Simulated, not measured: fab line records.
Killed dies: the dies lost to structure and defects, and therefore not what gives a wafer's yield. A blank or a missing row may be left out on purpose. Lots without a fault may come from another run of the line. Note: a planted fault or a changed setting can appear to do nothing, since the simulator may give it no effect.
Chamber matching ; flow n5Finfet ; N5_BEOL_M1_ETCH_64 on rieDiel-04 has 4 sister chambers
The step etches SOC in N2/H2, target depth 75 nm, overetch 15 nm, time 112.5 s. 24 wafers are shown with their chamber, then 12 later ones without.

== WAFERS WITH THEIR CHAMBER ==
wafer;chamber;showerheadPlenumPTorr (Torr);drypumpMotorCurrentA (A);throttleValvePct (%)
L079.1;1;2.48;6.5;18.0
L079.2;2;2.47;5.1;17.7
L079.3;3;2.67;5.6;18.4
L080.2;1;2.48;6.5;18.0
L080.5;2;2.47;5.1;17.7
L080.6;3;2.67;5.6;18.3
L082.2;0;2.54;6.3;17.6
L082.3;1;2.47;6.5;18.0
L082.5;0;2.54;6.4;17.6
L083.1;3;2.66;5.6;18.4
L083.3;0;2.54;6.4;17.6
L083.4;1;2.47;6.5;18.0
L084.2;3;2.66;5.6;18.4
L084.3;2;2.47;5.1;17.7
L084.4;0;2.54;6.4;17.6
L087.2;2;2.47;5.2;17.7
L087.3;3;2.66;5.6;18.4
L087.5;1;2.47;6.5;18.1
L088.2;1;2.47;6.4;18.1
L088.4;3;2.66;5.6;18.4
L088.6;1;2.47;6.4;18.1
L090.1;1;2.47;6.5;18.1
L090.2;2;2.46;5.2;17.7
L090.3;3;2.66;5.6;18.4

SIGNATURES (means of the wafers above)
reading;chamber 0;chamber 1;chamber 2;chamber 3;scatter within a chamber
showerheadPlenumPTorr;2.5400;2.4725;2.4680;2.6629;0.00432
drypumpMotorCurrentA;6.375;6.475;5.140;5.600;0.0415
throttleValvePct;17.600;18.050;17.700;18.386;0.0378
Rule: distance of a wafer from a chamber = root of the sum over the readings of ((wafer's reading minus chamber's mean) / reading's scatter) squared. The wafer belongs to the nearest chamber; if the next one is less than 2 further off, it can't be placed. The scatter: take each reading less its chamber's mean, square it, sum over the shown wafers, divide by the number of wafers less the number of chambers, and take the root.

== WAFERS WHOSE CHAMBER IS MISSING ==
wafer;showerheadPlenumPTorr (Torr);drypumpMotorCurrentA (A);throttleValvePct (%)
L091.1;2.53;6.4;17.6
L091.5;2.53;6.4;17.6
L091.6;2.66;5.6;18.4
L093.1;2.46;5.1;17.7
L093.2;2.53;6.4;17.6
L093.5;2.46;5.1;17.8
L096.2;2.46;5.1;17.7
L096.3;2.53;6.4;17.7
L096.6;2.46;5.2;17.8
L097.3;2.53;6.4;17.7
L097.5;2.46;6.5;18.1
L097.6;2.53;6.4;17.7

== EACH ONE'S CHAMBER ==
wafer;from the rows above;in truth
L091.1;0;0
L091.5;0;0
L091.6;3;3
L093.1;2;2
L093.2;0;0
L093.5;2;2
L096.2;2;2
L096.3;0;0
L096.6;2;2
L097.3;0;0
L097.5;1;1
L097.6;0;0
Correctly placed: 12 of 12. Can't be placed from these rows: 0. Wrongly placed: 0.
